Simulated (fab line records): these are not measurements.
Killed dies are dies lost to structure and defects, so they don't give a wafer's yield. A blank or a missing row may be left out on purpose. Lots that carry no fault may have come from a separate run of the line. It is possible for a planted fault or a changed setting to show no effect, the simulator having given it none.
Chamber matching ; flow n5-finfet ; N5_BEOL_M6_ILD_DEP_00 on pecvd-04 has 3 sister chambers
The step deposits SiCOH lowk from DEMS/porogen, target thk 179.75 nm, time 33.4 s. 3 wafers are shown with their chamber, then 8 later ones without.

WAFERS PAIRED WITH THEIR CHAMBERS
wafer;chamber;throttle-valve-pct (%)
L090.4;2;14.0
L090.6;1;15.6
L088.2;0;13.9

WAFERS WITH NO CHAMBER GIVEN
wafer;throttle-valve-pct (%)
L088.3;15.7
L088.6;15.6
L094.1;15.7
L094.3;15.6
L094.4;14.1
L097.1;13.6
L097.5;13.8
L097.6;15.4

EACH ONE'S CHAMBER
wafer;from the rows above;in truth
L088.3;1;1
L088.6;1;1
L094.1;1;1
L094.3;1;1
L094.4;can't be placed: 2 or 0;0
L097.1;can't be placed: 0 or 2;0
L097.5;can't be placed: 0 or 2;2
L097.6;1;1
5 of 8 placed correctly. Cannot be placed on the basis of these rows: 3; the candidates contain the true chamber in 3. Placed wrongly: 0.
How it was worked out, from the rows above alone: a wafer's distance from a chamber is the root of the sum, over the readings, of the square of ((its reading less the chamber's mean) divided by the reading's scatter). The wafer belongs to the nearest chamber; if the next one is less than 2 further off, it can't be placed. The mean given for a chamber averages the wafers shown for that chamber. The scatter: with one shown wafer a chamber, the root of the mean of the squares of how far each hidden wafer lies from its nearest shown one.
